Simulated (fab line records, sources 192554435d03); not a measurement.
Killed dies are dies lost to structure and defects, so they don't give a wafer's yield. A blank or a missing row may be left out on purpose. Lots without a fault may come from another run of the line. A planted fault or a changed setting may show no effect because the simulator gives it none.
Which tool did it? | flow n5_finfet | 12 lots, 36 wafers sampled, at 3 steps of a route of 1938

WHAT THE GAUGES READ, wafer by wafer
N5_BEOL_M2_OVL_MEAS_29.
lot  | measured     | on         | V1_OVL (nm)
L075 | day 7 01:53  | overlay-01 | -0.4 0.5 0.3
L077 | day 7 15:02  | overlay-01 | 0.9 -0.2 0.2
L079 | day 8 13:35  | overlay-01 | 0.1 -0.6 -0.4
L081 | day 8 15:05  | overlay-01 | 0.8 1.2 -0.2
L083 | day 8 22:03  | overlay-02 | 0.8 0.3 -0.3
L085 | day 9 08:34  | overlay-02 | -0.6 0.7 0.6
L087 | day 10 02:13 | overlay-02 | 1.1 0.6 1.7
L089 | day 10 09:41 | overlay-02 | 0.9 1.0 2.7
L093 | day 11 03:30 | overlay-02 | -1.1 -0.7 0.9
L094 | day 11 15:32 | overlay-02 | 1.9 1.4 1.1
L092 | day 12 02:34 | overlay-01 | -1.0 0.9 -0.5
L097 | day 12 08:29 | overlay-02 | -0.6 -0.9 -0.1

WHICH TOOL RAN EACH LOT (tool, then ch and the chambers of the sampled wafers, then the start)
lot  | N5_BEOL_M1_ANNEAL_87         | N5_BEOL_M2_STRIP_66
L075 | pvd_sputter-03, day 6 19:59  | rie_diel-04 ch 0,3, day 7 00:57
L077 | pvd_sputter-02, day 7 08:12  | rie_diel-04 ch 1,2, day 7 14:11
L079 | pvd_sputter-01, day 8 09:12  | rie_diel-02 ch 0,1,2, day 8 13:00
L081 | pvd_sputter-02, day 8 10:19  | rie_diel-02 ch 2,3, day 8 14:22
L083 | pvd_sputter-01, day 8 16:07  | rie_diel-04 ch 0,1,3, day 8 21:15
L085 | pvd_sputter-01, day 9 04:23  | rie_diel-02 ch 0,2,3, day 9 07:59
L087 | pvd_sputter-01, day 9 20:34  | rie_diel-04 ch 0,1,3, day 10 01:38
L089 | pvd_sputter-03, day 10 05:18 | rie_diel-01 ch 0,1,3, day 10 08:58
L093 | pvd_sputter-02, day 10 23:23 | rie_diel-04 ch 0,1,2, day 11 02:47
L094 | pvd_sputter-02, day 11 09:44 | rie_diel-04 ch 0,2,3, day 11 14:50
L092 | pvd_sputter-03, day 11 21:12 | rie_diel-02 ch 0,1,2, day 12 01:56
L097 | pvd_sputter-01, day 12 04:22 | rie_diel-04 ch 0,1,2, day 12 07:47
- N5_BEOL_M1_ANNEAL_87: time 240 s.
- N5_BEOL_M2_STRIP_66: strips in CF4.

THE ANSWER, worked out from the rows above alone
Rule: what is usual is taken from the lots themselves. Put in order of their means at a reading, lots are off if they are a third of the lots or fewer, leave a main group of 4 or more, and stand apart from it by a gap of 3 or more times the standard deviation of the main group's means; of several such gaps the widest counts. A main group whose means are all the same, to the digits that the tables above print for the reading, isn't used. A lot without any number at a reading at which 4 lots or more have one is off too. The other lots that the step has rows for count as sound.
No lot is off at any reading shown: from this, nothing can be told.

WHAT THE SIMULATOR HAD PUT IN
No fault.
